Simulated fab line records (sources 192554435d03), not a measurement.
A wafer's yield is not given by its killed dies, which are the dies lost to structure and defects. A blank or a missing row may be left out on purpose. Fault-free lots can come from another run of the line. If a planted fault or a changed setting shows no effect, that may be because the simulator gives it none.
The same fault as seen by 2 desks    flow n5-finfet    what lay behind the numbers comes last; until then each desk has only its own

## METROLOGY DESK
What the gauges read, lot by lot, whatever tool the lot ran on: means of the sampled wafers that have a number. If a lot's mean is further than 4 standard deviations from the usual mean, the lot is out of limits and carries the mark OUT (the distance appears in the brackets).
Columns: A = thk-nm at N5_ILD0_THK_MEAS_08, usual 138.7 nm; B = thk-nm at N5_ILD0_THK_MEAS_13, usual 17.6 nm
lot   first seen here  A      B
L556  day 3 17:22      137.8  17.1
L558  day 4 06:13      138.5  16.7
L559  day 4 08:00      140.1  16.9
L560  day 4 17:10      138.5  17.0
L562  day 5 04:47      138.4  18.6
L568  day 6 17:46      135.6  18.2
L571  day 7 05:33      138.6  17.5
L573  day 7 19:33      139.0  17.5
L574  day 8 04:58      138.1  17.1
L575  day 8 14:29      139.1  17.1
L576  day 8 14:50      139.2  17.5
L578  day 9 04:58      138.8  18.2
This desk's finding: nothing out of limits on any of the 12 lots.

## AT THE TOOL OWNER'S DESK: cmp-04
The tool's own readings at N5_ILD0_CMP_07 (polishes SiO2 flowable, stops on poly-Si, t overpolish 1.18 s, target thk 138.88 nm): means of the sampled wafers that have a number, for each lot that ran on this tool. If a lot's mean is further than 4 standard deviations from the usual mean, the lot is out of limits and carries the mark OUT (the distance appears in the brackets).
Columns: A = edge-zone-pressure-frac at N5_ILD0_CMP_07, usual 0.999; B = motor-current-A at N5_ILD0_CMP_07, usual 11.9 A; C = platen-rpm at N5_ILD0_CMP_07, usual 51.79 rpm; D = retaining-ring-pressure-frac at N5_ILD0_CMP_07, usual 1.000
lot   first seen here  A      B     C      D
L556  day 3 17:04      1.006  11.2  51.80  1.002
L562  day 5 04:29      0.997  11.6  51.78  1.001
L568  day 6 17:28      1.002  11.3  51.78  0.994
This desk's finding: nothing out of limits on any of the 3 lots.

## PUT TOGETHER
From the metrology desk's view, nothing was out of limits.
The tool owner's desk saw nothing out of limits.

## WHAT HAD BEEN PUT IN BY THE SIMULATOR
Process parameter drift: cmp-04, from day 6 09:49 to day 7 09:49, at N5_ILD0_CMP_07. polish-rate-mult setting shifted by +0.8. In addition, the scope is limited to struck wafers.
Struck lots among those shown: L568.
